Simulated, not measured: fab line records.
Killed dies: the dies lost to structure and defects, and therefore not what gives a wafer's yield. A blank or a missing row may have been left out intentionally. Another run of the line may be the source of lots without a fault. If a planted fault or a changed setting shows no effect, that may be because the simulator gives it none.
fab line records | flow nandHarc
record lots=6 wafers=18 lastDay=34
route steps=1302 shown A_SGD_CUT@912 A_SLIT@922 END@1302
lots that met no fault: from a run of the same line without faults
startH: start of the lot's first displayed wafer, in hours after the record's first day | waitH: how many hours have passed since the lot's step before this one | " identical to the entry in the row above | L1.1+2: a row that stands for several wafers | - value missing, or start not given | * or withheld: withheld | < > ~ a bound
route shown NAME@n: a module of which the file shows steps, and the number in the route of the first | usual: mean/standard deviation of fault-free wafers | same: alike in all rows | chamber/n: place in a boat | sites: per-site readings | _std_site: standard deviation across them | _edge_site: inner sites' mean taken away from outer sites' mean | radiusMm: for every site, how far away it sits from the centre of the wafer | mask NAME#n: copy n | behind: the most recent tool/chamber to have shaped the wafer | hold: why the lot went on hold/how many hours it stayed there/how the hold came to an end | device: which transistor (n, p or np) failed to switch | end of line: at the end of the route, the tests of the same wafers | step lacking rows: just its recipe | killed: not the wafer's yield, but the dies lost to structure and defects at the first sort | map: a wafer's dies, x killed, . not, _ none there
set.NAME: the run value of the setting; set.NAME@STEP: its run value at that earlier step | model.NAME: the simulator's own value behind a step, which no gauge read
lots at selected steps of the route; one table per step, one row per wafer
services: the hour from which a tool's chamber was out of use, counted from the record's first day as startH (under 0 if before that day), plus the number of hours and why
## steps
# step NHARC_A_SGD_CUT_SRD_19
# step NHARC_A_SGD_CUT_DEP_20
# recipe targetThkA=1500 tempC=65 material=SiO2
# step NHARC_A_SGD_CUT_ANNEAL_27
# recipe tempC=450 timeS=1800
# step NHARC_A_SGD_CUT_CMP_21
# recipe targetThkNm=148.19
# usual motorCurrentA=11.8/1.7 timeToEndpointS=50.3/2.7
# columns lot.wafer tool chamber startH waitH motorCurrentA timeToEndpointS
L664.1 cmp-03 1 464.59 0.4 11.2 49.7
L664.6 " 3 " " 14.2 56.4
L664.5 " 0 " " 13.8 50.3
L676.2 cmp-01 0 582.90 0.4 11.1 49.7
L676.1 " 2 " " 8.6 49.3
L676.5 " 3 " " 12.6 46.1
L677.4 cmp-03 0 591.04 0.4 13.3 47.9
L677.3 " 2 " " 13.2 49.9
L677.5 " 1 " " 11.3 46.5
L681.3 cmp-03 1 627.99 0.4 10.9 51.5
L681.1 " 3 " " 14.4 51.6
L681.2 " 0 " " 13.1 51.2
L685.3 cmp-01 2 674.96 0.4 8.5 52.1
L685.4 " 1 " " 10.1 53.7
L685.6 " 2 " " 9.0 51.9
L682.3 cmp-02 2 675.01 0.4 14.1 50.0
L682.5 " 0 " " 12.5 51.0
L682.6 " 1 " " 11.2 51.2
# step NHARC_A_SGD_CUT_THK_MEAS_22
# recipe thkMeasGauge=ellipsometry
# usual thkNm=148.3/1.4
# columns lot.wafer tool chamber startH waitH thkNm
L664.1 filmMetro-02 - 464.80 0.2 146.9
L664.5 " - " " 149.1
L664.6 " - " " 149.1
L676.1 filmMetro-02 - 583.13 0.2 149.1
L676.2 " - " " 149.7
L676.5 " - " " 146.7
L677.3 filmMetro-01 - 591.29 0.2 147.5
L677.4 " - " " 148.2
L677.5 " - " " 147.3
L681.1 filmMetro-01 - 628.25 0.2 148.7
L681.2 " - " " 148.7
L681.3 " - " " 149.8
L685.3 filmMetro-02 - 675.21 0.2 146.9
L685.4 " - " " 148.2
L685.6 " - " " 148.4
L682.3 filmMetro-02 - 675.22 0.2 147.5
L682.5 " - " " 147.3
L682.6 " - " " 146.7
# step NHARC_A_SGD_CUT_SRD_23
# step NHARC_A_SGD_CUT_ETCH_26
# recipe targetDepthA=458 chemistry=dHF material=SiO2
# step NHARC_A_SGD_CUT_ETCHBACK_24
# recipe targetDepthA=500 overEtchFrac=0.3 timeS=92.857 ionEnergyEv=120 ch3fFlowSccm=50 o2FlowSccm=30 arFlowSccm=200 rfW=500 biasW=100 chemistry=CH3F/O2
# usual drypumpMotorCurrentA=5.8/0.43 oesProductAu=0.97/0.034 rfVppV=243.8/1.3 showerheadPlenumPTorr=2.41/0.063 throttleValvePct=20.664/0.0095
# columns lot.wafer tool chamber startH waitH drypumpMotorCurrentA oesProductAu rfHoursCounterH rfVppV showerheadPlenumPTorr throttleValvePct
L664.1 rieDiel-02 1 465.05 0.2 5.2 0.91 4 245.7 2.52 20.657
L664.5 " 3 " " 6.2 0.93 - 244.3 2.33 20.659
L664.6 " 0 " " 5.5 0.92 - 244.1 2.42 20.657
L676.1 rieDiel-09 1 583.36 0.2 6.2 0.93 7 244.8 2.50 20.657
L676.2 " 3 " " 5.7 0.94 8 242.9 2.33 20.651
L676.5 " 2 " " 6.3 0.92 - 242.2 2.32 20.669
L677.4 rieDiel-07 1 591.53 0.2 6.5 1.00 5 242.9 2.43 20.664
L677.3 " 2 " " 5.4 0.99 6 243.9 2.48 20.646
L677.5 " 2 " " 5.4 0.99 - 246.2 2.48 20.644
L681.2 rieDiel-09 3 628.52 0.2 5.7 0.99 12 241.0 2.33 20.682
L681.1 " 0 " " 5.5 0.98 9 243.9 2.46 20.657
L681.3 " 2 " " 6.3 1.00 12 242.9 2.32 20.657
L685.4 rieDiel-07 0 675.43 0.1 5.7 1.01 1 243.6 2.41 20.668
L685.3 " 2 " " 5.4 0.99 1 243.8 2.47 20.662
L685.6 " 0 " " 5.7 1.00 - 243.8 2.41 20.669
L682.3 rieDiel-07 1 675.54 0.2 6.5 0.92 1 244.8 2.42 20.668
L682.5 " 0 " " 5.7 0.94 - 244.0 2.41 20.665
L682.6 " 1 " " 6.5 0.93 - 244.6 2.42 20.695
# step NHARC_A_SGD_CUT_STRIP_28
# recipe timeS=20 o2FlowSccm=500 arFlowSccm=0 biasW=0 chemistry=O2
# usual drypumpMotorCurrentA=5.8/0.42 oesProductAu=0.999/0.0087 rfVppV=57.6/0.82 showerheadPlenumPTorr=3.47/0.087 throttleValvePct=17.037/0.0091
# columns lot.wafer tool chamber startH waitH drypumpMotorCurrentA oesProductAu rfHoursCounterH rfVppV showerheadPlenumPTorr throttleValvePct
L664.1 rieDiel-02 2 - - 6.1 1.008 5 57.7 3.41 17.043
L664.5 " 0 " " 5.5 0.995 - 57.4 3.47 17.020
L664.6 " 1 " " 5.2 0.991 - 57.6 3.61 17.039
L676.2 rieDiel-09 1 583.53 0.1 6.3 1.017 7 58.5 3.59 17.037
L676.1 " 2 " " 6.3 0.999 7 58.2 3.34 17.039
L676.5 " 1 " " 6.3 1.017 - 58.5 3.59 17.033
L677.3 rieDiel-07 3 - - 5.3 0.995 5 58.2 3.42 17.024
L677.4 " 1 " " 6.5 0.999 5 57.4 3.48 17.040
L677.5 " 3 " " 5.3 0.995 - 57.2 3.42 17.029
L681.1 rieDiel-09 3 - - 5.7 1.003 12 57.4 3.34 17.028
L681.3 " 0 " " 5.5 1.008 9 57.2 3.53 17.046
L681.2 " 2 " " 6.3 0.995 12 56.8 3.34 17.038
L685.4 rieDiel-07 0 - - 5.7 0.990 1 58.1 3.46 17.031
L685.3 " 3 " " 5.3 0.983 1 57.6 3.42 17.040
L685.6 " 1 " " 6.5 0.972 - 57.9 3.48 17.037
L682.3 rieDiel-07 1 - - 6.5 0.990 1 57.5 3.48 17.019
L682.6 " 2 " " 5.4 1.001 - 57.3 3.55 17.030
L682.5 " 3 " " 5.3 0.989 - 56.0 3.42 17.035
# step NHARC_A_SGD_CUT_INSPECT_25
# usual rawDefectCount=395/85
# columns lot.wafer tool chamber startH waitH rawDefectCount
L664.1 defectInspect-01 - 465.26 - 316
L664.5 " - " " 408
L664.6 " - " " 375
L676.1 defectInspect-01 - 583.64 - 314
L676.2 " - " " 244
L676.5 " - " " 269
L677.3 defectInspect-02 - 591.77 - 434
L677.4 " - " " 508
L677.5 " - " " 420
L681.1 defectInspect-02 - 628.77 - 305
L681.2 " - " " 340
L681.3 " - " " 443
L685.3 defectInspect-01 - 675.71 - 334
L685.4 " - " " 301
L685.6 " - " " 437
L682.3 defectInspect-01 - 675.77 - 359
L682.5 " - " " 535
L682.6 " - " " 425
# step NHARC_A_SLIT_DEP_25
# recipe targetThkA=2000 tempC=400 pressureTorr=6.5 rfW=900 teosFlowSccm=161.4 flowSccm=2650 targetThkNm=200 gas=O2 material=SiO2
# usual chamberPressureTorr=6.498/0.012 flowSccm=2651/8.7 heaterPowerW=540/70 showerheadVppV=1882/120 throttleValvePct=15.8/0.48
# columns lot.wafer tool chamber startH waitH chamberPressureTorr flowSccm heaterPowerW showerheadVppV throttleValvePct
L664.1 pecvd-04 1 465.33 0.1 6.494 2655 427 1826 15.7
L664.6 " 1 " " 6.504 2668 443 1889 15.5
L664.5 " 2 " " 6.514 2644 459 1860 15.8
L676.2 pecvd-04 1 583.74 0.1 6.508 2663 452 1864 15.6
L676.1 " 2 " " 6.499 2653 534 1858 16.0
L676.5 " 2 " " 6.499 2644 537 1893 16.2
L677.3 pecvd-01 1 591.84 0.1 6.495 2657 596 1733 15.5
L677.5 " 1 " " 6.497 2659 629 1738 15.4
L677.4 " 2 " " 6.513 2652 607 1697 15.5
L681.1 pecvd-04 1 628.85 0.1 6.494 2672 391 1875 15.8
L681.2 " 2 " " 6.510 2651 586 1885 15.9
L681.3 " 0 " " 6.490 2651 404 2092 15.4
L685.3 pecvd-04 2 675.82 0.1 6.497 2660 470 1860 16.1
L685.6 " 2 " " 6.490 2664 484 1843 16.0
L685.4 " 0 " " 6.508 2643 488 2095 14.7
L682.3 pecvd-04 1 676.05 0.3 6.503 2653 462 1874 15.7
L682.5 " 0 " " 6.520 2653 542 1993 15.1
L682.6 " 2 " " 6.502 2640 478 1892 16.4
# step NHARC_A_SLIT_DEP_00
# recipe targetThkA=62000 tempC=400 material=aC
# usual susceptorTempC=400.01/0.22 throttleValvePct=35.001/0.0088
# columns lot.wafer tool chamber startH waitH susceptorTempC throttleValvePct
L664.1 aclDep-02 0 468.21 - 400.03 34.996
L664.5 " 0 470.75 - 400.09 35.005
L664.6 " 0 " " 399.95 34.996
L676.1 aclDep-02 0 584.32 - 400.05 35.005
L676.2 " 0 " " 400.15 34.988
L676.5 " 0 586.83 - 400.03 35.000
L677.3 aclDep-03 0 595.39 - 400.06 35.002
L677.4 " 0 " " 400.03 35.002
L677.5 " 0 " " 399.88 35.012
L681.1 aclDep-01 0 629.35 - - 34.983
L681.2 " 0 " " - 35.007
L681.3 " 0 " " - 34.997
L685.3 aclDep-02 0 681.63 - 399.93 34.989
L685.4 " 0 " " 400.20 35.000
L685.6 " 0 683.50 - 399.81 34.986
L682.3 aclDep-03 0 683.49 - 399.95 34.998
L682.5 " 0 684.74 - 399.88 35.002
L682.6 " 0 " " 399.99 35.007
# step NHARC_A_SLIT_DEP_23
# recipe targetThkA=1000 targetThkNm=100 tempC=400 pressureTorr=3.5 flowSccm=200 rfW=350 material=SiON
# usual chamberPressureTorr=3.500/0.008 heaterPowerOuterW=437/59 heaterPowerW=737/75 showerheadVppV=1167/76
# columns lot.wafer tool chamber startH waitH chamberPressureTorr heaterPowerOuterW heaterPowerW showerheadVppV
L664.1 pecvd-01 0 472.04 3.2 3.492 440 767 1052
L664.6 " 0 " " 3.492 463 769 1047
L664.5 " 2 " " 3.508 484 851 1066
L676.1 pecvd-02 2 588.14 3.2 - - - -
L676.2 " 0 " " - - - -
L676.5 " 2 " " - - - -
L677.3 pecvd-04 1 597.95 1.9 - - - -
L677.5 " 1 " " - - - -
L677.4 " 0 " " - - - -
L681.2 pecvd-01 2 633.07 2.5 3.490 467 830 1074
L681.3 " 0 " " 3.502 497 768 1054
L681.1 " 1 " " 3.499 549 872 1097
L685.3 pecvd-02 1 684.21 2.0 3.498 404 660 1235
L685.6 " 0 " " 3.501 514 808 1178
L685.4 " 1 " " 3.501 419 696 1226
L682.3 pecvd-04 0 686.09 2.0 3.494 359 662 1276
L682.6 " 0 " " 3.499 368 682 1277
L682.5 " 1 " " 3.502 379 633 1158
# step NHARC_A_SLIT_DEHYDRATE_01
# recipe tempC=150 timeS=120
# step NHARC_END_SORT_01
# recipe tempC=25
# usual killedAtArray=58/20 killedAtOther=0.9/1.4 killedAtPeriphery=4/3.1 killedDies=63/20 killedOpen=3.3/1.8 killedShort=2.4/1.5
# same grossDies=677
# columns lot.wafer tool chamber startH waitH killedAtArray killedAtOther killedAtPeriphery killedDies killedOpen killedShort
L677.3 prober-02 0 724.28 3.1 671 2 4 677 5 1
L677.4 prober-02 0 725.08 3.4 668 1 8 677 5 3
L677.5 prober-02 0 725.89 3.7 672 0 5 677 2 0
L676.1 prober-01 0 730.37 2.6 672 1 4 677 4 2
L676.2 prober-01 0 731.19 2.9 673 0 4 677 3 2
L676.5 prober-01 0 733.62 3.8 672 1 4 677 4 3
# killed by level:class
L677.3 A_SLIT:areaDep=603 A_CHANNEL_HOLE_D1:chamberFilmFlake=39 A_CHANNEL_HOLE_D2:chamberFilmFlake=10 A_CONTACT:chamberFilmFlake=5 A_SLIT:chamberFilmFlake=4 P_ZERO_WELL:chamberFilmFlake=3 A_M1:geometricParticle:open=2 THIN_TSV:chamberFilmFlake=2
L677.4 A_SLIT:areaDep=588 A_CHANNEL_HOLE_D1:chamberFilmFlake=34 A_CHANNEL_HOLE_D2:chamberFilmFlake=23 P_ZERO_WELL:chamberFilmFlake=5 A_DECK1_JOINT:chamberFilmFlake=4 A_CHANNEL_FILL_D2:chamberFilmFlake=4 A_SLIT:chamberFilmFlake=3 P_GATE:chamberFilmFlake=2
L677.5 A_SLIT:areaDep=610 A_CHANNEL_HOLE_D1:chamberFilmFlake=31 A_CHANNEL_HOLE_D2:chamberFilmFlake=12 A_CONTACT:chamberFilmFlake=7 A_SLIT:chamberFilmFlake=5 A_STAIRCASE:chamberFilmFlake=3 P_ZERO_WELL:chamberFilmFlake=2 P_GATE:chamberFilmFlake=2
L676.1 A_SLIT:areaDep=612 A_SLIT:chamberFilmFlake=34 A_CHANNEL_HOLE_D1:chamberFilmFlake=10 A_STAIRCASE:chamberFilmFlake=5 A_CONTACT:chamberFilmFlake=5 P_M1:geometricParticle:open=2 A_CHANNEL_HOLE_D2:chamberFilmFlake=2 P_GATE:geometricParticle:open=1
L676.2 A_SLIT:areaDep=613 A_SLIT:chamberFilmFlake=23 A_CHANNEL_HOLE_D1:chamberFilmFlake=18 A_CONTACT:chamberFilmFlake=8 A_STAIRCASE:chamberFilmFlake=4 P_GATE:geometricParticle:open=1 P_CONTACT:geometricParticle:open=1 A_ONON_D2:geometricParticle:short=1
L676.5 A_SLIT:areaDep=617 A_SLIT:chamberFilmFlake=23 A_CHANNEL_HOLE_D1:chamberFilmFlake=11 A_CONTACT:chamberFilmFlake=8 A_DECK1_JOINT:chamberFilmFlake=3 P_CONTACT:geometricParticle:open=2 A_WL_FILL:geometricParticle:short=2 A_CHANNEL_HOLE_D2:chamberFilmFlake=2
# map L676.1 (x killed, . not)
____________x____________
_________xxxxxxx_________
_______xxxxxxxxxxx_______
______xxxxxxxxxxxxx______
_____xxxxxxxxxxxxxxx_____
____xxxxxxxxxxxxxxxxx____
____xxxxxxxxxxxxxxxxx____
___xxxxxxxxxxxxxxxxxxx___
___xxxxxxxxxxxxxxxxxxx___
__xxxxxxxxxxxxxxxxxxxxx__
__xxxxxxxxxxxxxxxxxxxxx__
_xxxxxxxxxxxxxxxxxxxxxxx_
_xxxxxxxxxxxxxxxxxxxxxxx_
_xxxxxxxxxxxxxxxxxxxxxxx_
_xxxxxxxxxxxxxxxxxxxxxxx_
_xxxxxxxxxxxxxxxxxxxxxxx_
xxxxxxxxxxxxxxxxxxxxxxxxx
xxxxxxxxxxxxxxxxxxxxxxxxx
xxxxxxxxxxxxxxxxxxxxxxxxx
xxxxxxxxxxxxxxxxxxxxxxxxx
xxxxxxxxxxxxxxxxxxxxxxxxx
_xxxxxxxxxxxxxxxxxxxxxxx_
_xxxxxxxxxxxxxxxxxxxxxxx_
_xxxxxxxxxxxxxxxxxxxxxxx_
_xxxxxxxxxxxxxxxxxxxxxxx_
_xxxxxxxxxxxxxxxxxxxxxxx_
__xxxxxxxxxxxxxxxxxxxxx__
__xxxxxxxxxxxxxxxxxxxxx__
___xxxxxxxxxxxxxxxxxxx___
___xxxxxxxxxxxxxxxxxxx___
____xxxxxxxxxxxxxxxxx____
____xxxxxxxxxxxxxxxxx____
_____xxxxxxxxxxxxxxx_____
______xxxxxxxxxxxxx______
_______xxxxxxxxxxx_______
_________xxxxxxx_________
____________x____________
# map L677.3 (x killed, . not)
____________x____________
_________xxxxxxx_________
_______xxxxxxxxxxx_______
______xxxxxxxxxxxxx______
_____xxxxxxxxxxxxxxx_____
____xxxxxxxxxxxxxxxxx____
____xxxxxxxxxxxxxxxxx____
___xxxxxxxxxxxxxxxxxxx___
___xxxxxxxxxxxxxxxxxxx___
__xxxxxxxxxxxxxxxxxxxxx__
__xxxxxxxxxxxxxxxxxxxxx__
_xxxxxxxxxxxxxxxxxxxxxxx_
_xxxxxxxxxxxxxxxxxxxxxxx_
_xxxxxxxxxxxxxxxxxxxxxxx_
_xxxxxxxxxxxxxxxxxxxxxxx_
_xxxxxxxxxxxxxxxxxxxxxxx_
xxxxxxxxxxxxxxxxxxxxxxxxx
xxxxxxxxxxxxxxxxxxxxxxxxx
xxxxxxxxxxxxxxxxxxxxxxxxx
xxxxxxxxxxxxxxxxxxxxxxxxx
xxxxxxxxxxxxxxxxxxxxxxxxx
_xxxxxxxxxxxxxxxxxxxxxxx_
_xxxxxxxxxxxxxxxxxxxxxxx_
_xxxxxxxxxxxxxxxxxxxxxxx_
_xxxxxxxxxxxxxxxxxxxxxxx_
_xxxxxxxxxxxxxxxxxxxxxxx_
__xxxxxxxxxxxxxxxxxxxxx__
__xxxxxxxxxxxxxxxxxxxxx__
___xxxxxxxxxxxxxxxxxxx___
___xxxxxxxxxxxxxxxxxxx___
____xxxxxxxxxxxxxxxxx____
____xxxxxxxxxxxxxxxxx____
_____xxxxxxxxxxxxxxx_____
______xxxxxxxxxxxxx______
_______xxxxxxxxxxx_______
_________xxxxxxx_________
____________x____________
## services
# columns tool chamber startH hours kind
pecvd-01 - 441.56 0.5 repair
pecvd-04 - 450.01 13.0 pm
cmp-03 - 457.53 4.0 pm
rieDiel-09 2 465.29 9.3 repair
rieDiel-07 - 472.85 9.0 pm
pecvd-04 2 474.05 12.7 repair
pecvd-01 - 492.93 13.0 pm
rieDiel-09 - 494.80 1.2 repair
rieDiel-09 - 497.49 9.0 pm
rieDiel-07 - 511.40 1.1 repair
pecvd-04 1 517.90 5.6 repair
cmp-03 - 555.61 4.0 pm
rieDiel-09 0 564.28 19.4 repair
pecvd-04 - 582.43 0.5 repair
pecvd-04 2 622.94 3.1 repair
pecvd-04 - 631.08 13.0 pm
rieDiel-09 1 632.50 1.7 repair
rieDiel-09 - 645.17 3.3 repair
rieDiel-07 1 646.94 6.9 repair
rieDiel-07 - 649.85 9.0 pm
rieDiel-09 0 654.80 84.7 repair
rieDiel-09 1 663.13 7.1 repair
rieDiel-09 - 674.49 9.0 pm
rieDiel-07 3 685.42 21.7 repair
## key
firstSign step=NHARC_A_SLIT_DEP_23 reading=toolRecord direction=missing
effect step=NHARC_END_SORT_01 reading=killedAtArray direction=up sigmas=31 usual=58 struck=671
moreKillsBornAt NHARC_A_SLIT_DEP_23@pecvd-02=1842 NHARC_A_SLIT_DEP_23@pecvd-04=1801
metAt NHARC_A_SLIT_DEP_23
struckWafers L676.1,L676.2,L676.5,L677.3,L677.4,L677.5
laterRowsLeftOut L676.1,L676.2,L676.5,L677.3,L677.4,L677.5
testerLeftOut L676,L677
fault kind=skippedStepWhole tool=pecvd-02,pecvd-04 chamber=- onsetH=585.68 steps=NHARC_A_SLIT_DEP_23 scope=struckLotsOnly
# testerLeftOut: of these lots the tester's yield and bins aren't shown, on N5 and GAA mostly nor the transistor test; their killed dies are dies lost to structure and defects alone, not to doping, threshold or leakage, so they don't give the yield
# laterRowsLeftOut: the simulator's readings of these wafers behind a module that went badly wrong aren't trusted and aren't shown, but for the sort
